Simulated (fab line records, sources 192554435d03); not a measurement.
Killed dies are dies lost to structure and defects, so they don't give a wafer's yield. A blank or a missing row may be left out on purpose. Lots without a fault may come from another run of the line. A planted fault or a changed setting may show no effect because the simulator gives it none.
Chamber matching | flow n5_finfet | N5_BEOL_M7_CURE_74 on uv_cure-01: 3 sister chambers
The step cures SiCOH lowk, time 240 s. 14 wafers are shown with their chamber, then 7 later ones without.

WAFERS WITH THEIR CHAMBER
wafer  | chamber | wafer_temp_C_max | lamp_power_pct (%)
L077.2 | 0       | 387.3            | 52.26
L077.5 | 0       | 387.3            | 52.40
L077.6 | 0       | 386.9            | 52.36
L079.1 | 1       | 387.0            | 52.35
L079.3 | 1       | 387.4            | 52.31
L079.5 | 1       | 387.9            | 52.36
L086.2 | 0       | 387.1            | 52.32
L086.3 | 0       | 386.7            | 52.35
L086.5 | 0       | 387.4            | 52.44
L084.1 | 2       | 385.6            | 52.33
L084.2 | 2       | 386.1            | 52.41
L084.5 | 2       | 386.0            | 52.36
L084.3 | 2       | 385.6            | 52.27
L084.4 | 2       | 386.0            | 52.29

SIGNATURES (means of the wafers above)
reading          | chamber 0 | chamber 1 | chamber 2 | scatter within a chamber
wafer_temp_C_max | 387.117   | 387.433   | 385.860   | 0.303
lamp_power_pct   | 52.3550   | 52.3400   | 52.3320   | 0.0551
Rule: a wafer's distance from a chamber is the root of the sum, over the readings, of the square of ((its reading less the chamber's mean) divided by the reading's scatter). The wafer belongs to the nearest chamber; if the next one is less than 2 further off, it can't be placed. The scatter: the root of (the sum of the squares of (reading less its chamber's mean) over the shown wafers, divided by (wafers less chambers)).

WAFERS WITHOUT THEIR CHAMBER
wafer  | wafer_temp_C_max | lamp_power_pct (%)
L084.6 | 386.8            | 52.24
L089.1 | 387.3            | 52.32
L089.5 | 386.9            | 52.19
L089.6 | 386.9            | 52.32
L094.1 | 387.3            | 52.28
L094.2 | 388.4            | 52.21
L094.3 | 387.3            | 52.37

WHICH CHAMBER EACH WENT THROUGH
wafer  | from the rows above          | in truth
L084.6 | can't be placed: 0 or 1 or 2 | 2
L089.1 | can't be placed: 1 or 0      | 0
L089.5 | can't be placed: 0 or 1 or 2 | 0
L089.6 | can't be placed: 0 or 1      | 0
L094.1 | can't be placed: 1 or 0      | 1
L094.2 | can't be placed: 1 or 0      | 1
L094.3 | can't be placed: 0 or 1      | 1
Placed correctly: 0 of 7. Can't be placed from these rows: 7 (the true chamber is among the candidates in 7). Placed wrongly: 0.
